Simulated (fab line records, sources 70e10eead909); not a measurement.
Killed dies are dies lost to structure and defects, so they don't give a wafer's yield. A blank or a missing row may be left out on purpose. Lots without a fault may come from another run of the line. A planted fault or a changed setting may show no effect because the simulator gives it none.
fab line records | flow nand_harc
record lots=5 wafers=15 last_day=24
route steps=1159 shown P_ZERO_WELL@14
lots that met no fault: from a run of the same line without faults
start_h: hours from the record's first day to the start of the lot's first wafer shown | wait_h: hours since the lot's step before | " the same as in the row above | L1.1+2: a row that stands for several wafers | - no value, or no start given | * or withheld: withheld | < > ~ a bound
route shown NAME@n: a module of which the file shows steps, and the number in the route of the first | usual: mean/standard deviation of fault-free wafers | same: alike in all rows | chamber/n: place in a boat | sites: the reading at each site | _std_site: their standard deviation | _edge_site: outer sites' mean less inner sites' | radius_mm: how far each site lies from the wafer's centre | mask NAME#n: copy n | behind: the tool/chamber that last shaped the wafer | hold: why the lot was held/for how many hours/how that ended | device: the transistor (n, p or np) that didn't switch | end of line: the same wafers' tests at the end of the route | a step without rows: its recipe alone | killed: dies lost to structure and defects at the first sort, not the wafer's yield | map: a wafer's dies, x killed, . not, _ none there
set.NAME: the setting as run; set.NAME@STEP: as run at that earlier step | model.NAME: the simulator's own value behind a step, which no gauge read
lots at some steps of the route; a table a step, a row a wafer
services: from which hour (start_h, from the record's first day; less than 0 if before it) a tool's chamber was out of use, for how many hours, and why
## steps
# step NHARC_P_ZERO_WELL_CD_MEAS_11
# recipe target_cd_nm=500 landing_energy_ev=500
# usual cd_nm=499.3/1.3
# columns lot.wafer tool chamber start_h wait_h cd_nm
L661.1 cd_sem-01 0 19.24 - 500.9
L661.3 " 0 " " 497.9
L661.5 " 0 " " 501.2
L667.1 cd_sem-03 0 55.30 - 498.3
L667.5 " 0 " " 499.4
L667.6 " 0 " " 498.9
L669.3 cd_sem-02 0 67.28 - 499.7
L669.4 " 0 " " 499.0
L669.6 " 0 " " 497.7
L680.1 cd_sem-02 0 133.46 - 499.2
L680.5 " 0 " " 499.8
L680.6 " 0 " " 499.5
L682.1 cd_sem-01 0 145.24 - 501.8
L682.3 " 0 " " 501.3
L682.4 " 0 " " 501.9
# step NHARC_P_ZERO_WELL_HARDBAKE_12
# recipe temp_c=118 time_s=65
# step NHARC_P_ZERO_WELL_DESCUM_13
# recipe time_s=3 o2_flow_sccm=200 ar_flow_sccm=0 bias_power_w=0 chemistry=O2
# usual drypump_motor_current_A=5.7/0.34 mfc_ar_sccm=0.008/0.012 oes_product_au=1.000/0.0072 rf_vpp_V=57.7/0.87 showerhead_plenum_p_Torr=1.92/0.077 throttle_valve_pct=11.312/0.0092
# same time_s=3
# columns lot.wafer tool chamber start_h wait_h drypump_motor_current_A mfc_ar_sccm oes_product_au rf_hours_counter_h rf_vpp_V showerhead_plenum_p_Torr throttle_valve_pct
L661.3 rie_diel-08 2 19.40 - 5.8 0.010 1.007 2 58.1 2.06 11.325
L661.1 " 1 " " 5.9 0.002 1.005 2 58.1 1.93 11.317
L661.5 " 3 " " 5.7 0 1.012 - 56.6 1.84 11.303
L667.1 rie_diel-08 3 55.47 - 5.7 0 1.017 5 57.8 1.84 11.329
L667.6 " 2 " " 5.8 0.010 1.008 - 59.0 2.06 11.305
L667.5 " 3 " " 5.7 0 1.011 - 57.4 1.84 11.305
L669.4 rie_diel-13 3 67.45 - 5.6 0 1.001 11 58.1 2.03 11.319
L669.3 " 0 " " 5.9 0 1.003 11 59.1 1.85 11.310
L669.6 " 2 " " 5.1 0.029 1.005 - 58.1 1.82 11.314
L680.1 rie_diel-13 1 133.63 - 5.4 0.009 1.002 2 57.5 1.99 11.319
L680.5 " 0 " " 5.9 0 1.003 - 57.2 1.85 11.311
L680.6 " 1 " " 5.4 0.009 1.002 - 58.2 1.99 11.323
L682.3 rie_diel-05 3 145.42 - 6.4 0 0.998 9 57.3 1.93 11.291
L682.1 " 0 " " 6.0 0.026 1.000 10 58.2 1.96 11.303
L682.4 " 1 " " 5.8 0.000 0.994 10 56.9 1.86 11.321
# step NHARC_P_ZERO_WELL_ETCH_65
# recipe target_depth_a=800 overetch_a=240 time_s=87.88 ion_energy_ev=200 n2_flow_sccm=150 h2_flow_sccm=150 ar_flow_sccm=0 rf_w=400 bias_w=150 chemistry=N2/H2
# usual drypump_motor_current_A=5.7/0.36 h2_flow_sccm=150.0/0.39 mfc_ar_sccm=0.009/0.013 oes_product_au=1.001/0.0082 rf_vpp_V=430.7/2.4 showerhead_plenum_p_Torr=2.04/0.082 throttle_valve_pct=14.171/0.009
# same time_s=87.88
# columns lot.wafer tool chamber start_h wait_h drypump_motor_current_A h2_flow_sccm mfc_ar_sccm oes_product_au rf_hours_counter_h rf_vpp_V showerhead_plenum_p_Torr throttle_valve_pct
L661.1 rie_diel-08 1 19.50 0.1 5.9 150.0 0.002 0.996 2 431.8 2.06 14.160
L661.3 " 2 " " 5.8 150.3 0.010 0.987 2 434.5 2.20 14.196
L661.5 " 3 " " 5.7 149.8 0 1.002 - 429.1 1.96 14.180
L667.1 rie_diel-08 2 55.57 0.1 5.8 150.3 0.010 0.998 4 434.4 2.20 14.146
L667.5 " 3 " " 5.7 150.6 0 1.003 - 429.2 1.96 14.156
L667.6 " 0 " " 5.7 149.9 0.038 0.988 - 430.6 2.01 14.176
L669.4 rie_diel-13 3 67.52 0.1 5.7 150.2 0 1.005 11 434.3 2.17 14.166
L669.3 " 1 " " 5.4 150.0 0.009 1.006 10 433.4 2.13 14.166
L669.6 " 3 " " 5.6 149.9 0 1.006 - 435.0 2.17 14.164
L680.1 rie_diel-13 0 133.77 0.1 5.9 149.6 0 0.999 2 428.1 1.97 14.162
L680.6 " 1 " " 5.3 150.0 0.009 1.006 - 433.7 2.12 14.169
L680.5 " 0 " " 5.9 150.6 0 1.001 - 429.0 1.97 14.177
L682.4 rie_diel-05 2 145.49 0.1 5.3 149.8 0 0.990 10 427.2 1.96 14.176
L682.3 " 0 " " 6.0 150.5 0.026 0.987 10 432.6 2.10 14.172
L682.1 " 1 " " 5.8 149.9 0.000 0.984 10 429.4 1.98 14.162
# step NHARC_P_ZERO_WELL_ETCH_62
# recipe target_depth_a=130 time_s=6.5 chf3_flow_sccm=50 ar_flow_sccm=200 rf_w=500 bias_w=200 chemistry=CHF3/Ar
# usual chf3_flow_sccm=49.99/0.17 drypump_motor_current_A=5.7/0.34 mfc_ar_sccm=199.9/0.67 oes_product_au=0.961/0.016 rf_vpp_V=370.8/2.2 showerhead_plenum_p_Torr=2.35/0.091 throttle_valve_pct=20.217/0.0094
# same time_s=6.5
# columns lot.wafer tool chamber start_h wait_h chf3_flow_sccm drypump_motor_current_A mfc_ar_sccm oes_product_au rf_hours_counter_h rf_vpp_V showerhead_plenum_p_Torr throttle_valve_pct
L661.3 rie_diel-08 3 - - 49.76 5.7 200.1 0.972 3 369.2 2.26 20.227
L661.1 " 1 " " 50.42 5.9 200.7 0.970 2 371.1 2.36 20.221
L661.5 " 3 " " 49.85 5.7 199.6 0.976 - 368.0 2.26 20.224
L667.1 rie_diel-08 0 - - 49.95 5.7 199.8 0.914 5 369.8 2.31 20.237
L667.6 " 3 " " 50.21 5.7 199.8 0.935 - 369.3 2.26 20.215
L667.5 " 0 " " 49.73 5.7 201.0 0.925 - 371.6 2.31 20.230
L669.3 rie_diel-13 2 - - 49.95 5.1 200.8 0.958 10 367.4 2.24 20.219
L669.4 " 0 " " 49.86 5.9 199.8 0.976 11 369.1 2.27 20.225
L669.6 " 2 " " 49.90 5.1 200.8 0.959 - 366.9 2.24 20.216
L680.1 rie_diel-13 0 - - 49.92 5.9 199.4 0.928 2 368.3 2.27 20.213
L680.5 " 0 " " 50.12 5.9 199.6 0.923 - 369.9 2.27 20.213
L680.6 " 1 " " 49.85 5.4 199.4 0.935 - 372.4 2.43 20.203
L682.4 rie_diel-05 1 - - 49.96 5.8 200.0 0.960 10 369.6 2.28 20.220
L682.1 " 2 " " 49.80 5.2 199.4 0.948 10 368.8 2.25 20.209
L682.3 " 0 " " 49.79 6.0 200.2 0.949 10 372.3 2.40 20.203
# step NHARC_P_ZERO_WELL_ETCH_63
# recipe target_depth_a=1200 time_s=40.1 hbr_flow_sccm=150 cl2_flow_sccm=50 rf_w=400 icp_w=400 bias_w=100 chemistry=HBr/Cl2
# usual drypump_motor_current_A=5.6/0.6 oes_product_au=1.000/0.0076 throttle_valve_pct=26.406/0.0087
# same time_s=40.1
# columns lot.wafer tool chamber start_h wait_h drypump_motor_current_A oes_product_au rf_hours_counter_h throttle_valve_pct
L661.1 rie_si-03 2 19.67 - 4.8 0.996 0.3 26.410
L661.3 " 3 " " 5.2 0.989 0.2 26.397
L661.5 " 1 " " 5.3 1.007 - 26.410
L667.1 rie_si-04 2 55.76 - 5.2 0.995 1.0 26.418
L667.6 " 3 " " 5.4 1.007 - 26.426
L667.5 " 0 " " 6.3 0.999 - 26.401
L669.3 rie_si-06 1 67.71 - 5.9 1.005 0.5 26.407
L669.4 " 3 " " 6.6 1.002 0.6 26.413
L669.6 " 0 " " 5.4 1.010 - 26.402
L680.1 rie_si-06 1 133.99 - 5.9 1.019 1.0 26.393
L680.5 " 0 " " 5.4 1.007 - 26.404
L680.6 " 1 " " 5.9 1.004 - 26.394
L682.1 rie_si-03 2 145.67 - 4.8 1.006 1.4 26.413
L682.3 " 1 " " 5.3 1.004 1.4 26.407
L682.4 " 2 " " 4.7 1.009 - 26.398
# step NHARC_P_ZERO_WELL_STRIP_15
# recipe time_s=900 temp_c=130 chemistry=SPM
# step NHARC_P_ZERO_WELL_DEHYDRATE_16
# recipe temp_c=150 time_s=120
# step NHARC_P_ZERO_WELL_HMDS_17
# recipe time_s=30
# step NHARC_P_ZERO_WELL_COAT_18
# recipe spin_rpm=withheld
# step NHARC_P_ZERO_WELL_SOFTBAKE_19
# recipe temp_c=122 time_s=95
# step NHARC_P_ZERO_WELL_EBR_20
# step NHARC_P_ZERO_WELL_EXPOSE_21
# recipe na=0.6 target_cd_nm=720 dose_mj=22.31 mask_id=P_NWELL
# columns lot.wafer tool chamber start_h wait_h mask
L661.1+3+5 krf_scanner-01 0 20.31 - P_NWELL#0
L667.1+5+6 krf_scanner-04 0 56.49 - P_NWELL#0
L669.3+4+6 krf_scanner-01 0 68.47 - P_NWELL_R1#0
L680.1+5+6 krf_scanner-02 0 134.76 - P_NWELL#0
L682.1+3+4 krf_scanner-02 0 146.47 - P_NWELL#0
# step NHARC_P_ZERO_WELL_PEB_22
# recipe peb_temp_c=118 peb_time_s=85
# step NHARC_P_ZERO_WELL_DEVELOP_23
# recipe time_s=70
# step NHARC_P_ZERO_WELL_CD_MEAS_24
# recipe target_cd_nm=720 landing_energy_ev=500
# usual cd_nm=719.9/1.2
# columns lot.wafer tool chamber start_h wait_h cd_nm
L661.1 cd_sem-02 0 20.46 - 721.3
L661.3 " 0 " " 720.8
L661.5 " 0 " " 721.3
L667.1 cd_sem-01 0 56.65 - 720.1
L667.5 " 0 " " 719.3
L667.6 " 0 " " 718.9
L669.3 cd_sem-01 0 68.62 - 708.8
L669.4 " 0 " " 709.1
L669.6 " 0 " " 710.0
L680.1 cd_sem-01 0 134.92 - 718.6
L680.5 " 0 " " 719.0
L680.6 " 0 " " 720.7
L682.1 cd_sem-02 0 146.63 - 721.0
L682.3 " 0 " " 721.4
L682.4 " 0 " " 719.4
# step NHARC_P_ZERO_WELL_HARDBAKE_25
# recipe temp_c=125 time_s=80
# step NHARC_P_ZERO_WELL_DESCUM_26
# recipe time_s=3 o2_flow_sccm=200 ar_flow_sccm=0 bias_power_w=0 chemistry=O2
# usual drypump_motor_current_A=5.7/0.35 mfc_ar_sccm=0.010/0.013 oes_product_au=1.002/0.0075 rf_vpp_V=57.7/0.86 showerhead_plenum_p_Torr=1.92/0.08 throttle_valve_pct=11.310/0.0089
# same time_s=3
# columns lot.wafer tool chamber start_h wait_h drypump_motor_current_A mfc_ar_sccm oes_product_au rf_hours_counter_h rf_vpp_V showerhead_plenum_p_Torr throttle_valve_pct model.P_ZERO_WELL.cd_nm
L661.1 rie_diel-05 0 20.64 - 6.0 0.026 0.997 2 57.5 1.97 11.307 720.9
L661.3 " 2 " " 5.2 0 1.003 1 56.8 1.84 11.317 720.5
L661.5 " 3 " " 6.4 0 1.008 - 58.2 1.93 11.307 721.2
L667.1 rie_diel-08 0 56.83 - 5.7 0.038 1.008 5 58.4 1.89 11.318 720.1
L667.6 " 2 " " 5.8 0.010 1.002 - 57.7 2.06 11.306 718.9
L667.5 " 3 " " 5.7 0 1.010 - 57.8 1.84 11.307 719.5
L669.3 rie_diel-13 1 68.80 - 5.4 0.009 1.005 10 57.7 1.99 11.317 709.1
L669.4 " 3 " " 5.6 0 1.001 11 58.3 2.03 11.299 709
L669.6 " 1 " " 5.4 0.009 1.007 - 58.0 1.99 11.296 709.6
L680.1 rie_diel-05 3 135.09 - 6.4 0 1.005 8 57.3 1.93 11.321 718.6
L680.5 " 2 " " 5.2 0 1.001 - 57.6 1.84 11.300 718.7
L680.6 " 3 " " 6.4 0 1.000 - 57.9 1.93 11.315 720.4
L682.1 rie_diel-08 3 146.79 - 5.7 0 1.012 1 58.6 1.84 11.310 721
L682.4 " 1 " " 5.9 0.002 0.998 1 59.1 1.93 11.311 719.7
L682.3 " 2 " " 5.8 0.010 1.013 1 58.6 2.06 11.288 721.4
# step NHARC_P_ZERO_WELL_IMPLANT_27
# recipe energy_kev=600 dose_cm2=1e+13 tilt_deg=7
## services
# columns tool chamber start_h hours kind
krf_scanner-04 - 5.32 1.1 repair
rie_diel-08 0 5.80 - clean
rie_si-06 - 6.00 9.0 pm
krf_scanner-04 - 37.90 1.5 repair
krf_scanner-02 - 38.00 4.0 pm
krf_scanner-04 - 55.51 0.4 repair
krf_scanner-02 - 60.02 2.6 repair
rie_diel-05 3 60.80 5.5 repair
krf_scanner-02 - 71.01 0.3 repair
krf_scanner-01 - 77.76 0.3 repair
krf_scanner-04 - 80.73 0.3 repair
krf_scanner-01 - 84.00 4.0 pm
krf_scanner-02 - 95.81 1.6 repair
rie_diel-13 - 99.00 9.0 pm
rie_si-04 - 99.00 9.0 pm
krf_scanner-04 - 102.05 1.1 repair
krf_scanner-01 - 116.77 0.3 repair
krf_scanner-01 - 118.14 0.6 repair
rie_diel-08 - 124.80 9.0 pm
krf_scanner-04 - 126.00 4.0 pm
rie_diel-13 3 129.03 8.8 repair
rie_diel-13 2 131.68 11.2 repair
rie_si-03 0 144.63 17.3 repair
krf_scanner-02 - 146.76 0.7 repair
## key
first_sign step=NHARC_P_ZERO_WELL_EXPOSE_21 reading=mask direction=changed
effect step=NHARC_P_ZERO_WELL_CD_MEAS_24 reading=cd_nm direction=down sigmas=8.8 usual=719.9 struck=709.3
model_effect step=NHARC_P_ZERO_WELL_DESCUM_26 value=P_ZERO_WELL.cd_nm without=720.9 struck=709.2
met_at NHARC_P_ZERO_WELL_EXPOSE_21
struck_wafers L669.3,L669.4,L669.6
tester_left_out L669
onset_between 20.31 68.47
fault kind=wrong_mask tool=any chamber=- onset_h=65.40 steps=NHARC_P_ZERO_WELL_EXPOSE_21 aux_copy=P_NWELL_R1#0 cd_offset_nm=-11.668 scope=struck_lots_only
# tester_left_out: of these lots the tester's yield and bins aren't shown, on N5 and GAA mostly nor the transistor test; their killed dies are dies lost to structure and defects alone, not to doping, threshold or leakage, so they don't give the yield
